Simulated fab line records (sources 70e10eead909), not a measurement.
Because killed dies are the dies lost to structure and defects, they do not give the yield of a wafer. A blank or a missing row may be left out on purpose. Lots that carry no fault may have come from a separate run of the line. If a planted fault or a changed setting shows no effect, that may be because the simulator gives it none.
Problem report, 8D (eight disciplines) form, completed by code	flow nand-harc	the parts of the form that need people (team, actions taken, sign-off) are left out

1. WHAT IS WRONG
rf-fwd-power-W at NHARC_A_STAIRCASE_DEP_301 reads a mean of 207.3 W on 2 wafers of 2 lots; wafers without a fault read 348.6 W with a standard deviation of 1.2. That is -99 or more standard deviations from the usual mean.
The step: deposits SiON, target thk 30 nm.
First seen on wafer L382.3, day 22 07:34, on pecvd-03. At this step, 36 wafers from 12 lots have a number in the record. Rule for "out", or "out of limits": more than 4 standard deviations from the usual mean. The rest of the wafers with a number are treated as sound.

2. WHAT IT IS, AND WHAT IT ISN'T
question	is	is not
which readings at this step	rf-fwd-power-W, showerhead-vpp-V	heater-power-w
which lots	L382, L384	L372, L374, L375, L376, L377, L388, L389, L391, L392, L393
which wafers of those lots	L382.3, L384.4	L382.5, L382.6, L384.1, L384.2
read on which tools	pecvd-03	pecvd-02, pecvd-04
when	from day 22 07:34	up to then (17 sound wafers); but 17 sound wafers of L384, L388, L389, L391, L392, L393 came after

3. WHAT RULES OUT EACH SUSPECT
Counting: a tool at a process step up to the reading stays a suspect if it ran every lot that is out. Sound lots after the first of them don't rule it out here, since some wafers of a struck lot are sound.
- acl-dep-02 at NHARC_A_STAIRCASE_HM_DEP_456 (deposits aC, target thk 3100 nm): kept. It ran every lot that is out, first L382 (day 21 15:44); its last sound lot up to then is L377 (day 19 12:44).
- pecvd-03 at NHARC_A_STAIRCASE_DEP_301 (deposits SiON, target thk 30 nm): kept. It ran every lot that is out, first L382 (day 22 07:34). Out on those wafers are its own readings of rf-fwd-power-W, showerhead-vpp-V.
- At NHARC_A_STAIRCASE_DEP_301, inside pecvd-03: chamber 0 took the wafers that are out, while their sound lot-mates went through chambers 1, 2.
What counting leaves: acl-dep-02 at NHARC_A_STAIRCASE_HM_DEP_456 and pecvd-03 at NHARC_A_STAIRCASE_DEP_301.

4. THE CAUSE (what the simulator had put in)
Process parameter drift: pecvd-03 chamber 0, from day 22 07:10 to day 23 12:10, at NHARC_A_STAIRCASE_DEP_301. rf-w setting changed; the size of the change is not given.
Of the 2 suspects that counting leaves, this tool is one.

5. SEQUENCE OF EFFECTS, ordered by route
Each row: a reading where the mean over the struck wafers with a number is more than 3 standard deviations away from the usual. Only readings whose record carries a usual standard deviation are examined. hours: median over the lots of the time between each lot's start at the first step of this table that gives one and its start at this step. sigmas: the change, counted in usual standard deviations.
hours	step	reading	usual	on struck wafers	change	sigmas
0	NHARC_A_STAIRCASE_DEP_301	rf-fwd-power-W	348.6 W	207.3	-141.3	-99 or more
0	NHARC_A_STAIRCASE_DEP_301	showerhead-vpp-V	1155 V	919	-236	-6.1
Here are the process steps it includes:
- NHARC_A_STAIRCASE_DEP_301: deposits SiON, target thk 30 nm.

6. WHAT WOULD HAVE CAUGHT IT SOONER
In this record no reading fell out of limits until day 22 07:34, 0 hours after the fault had begun at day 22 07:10.
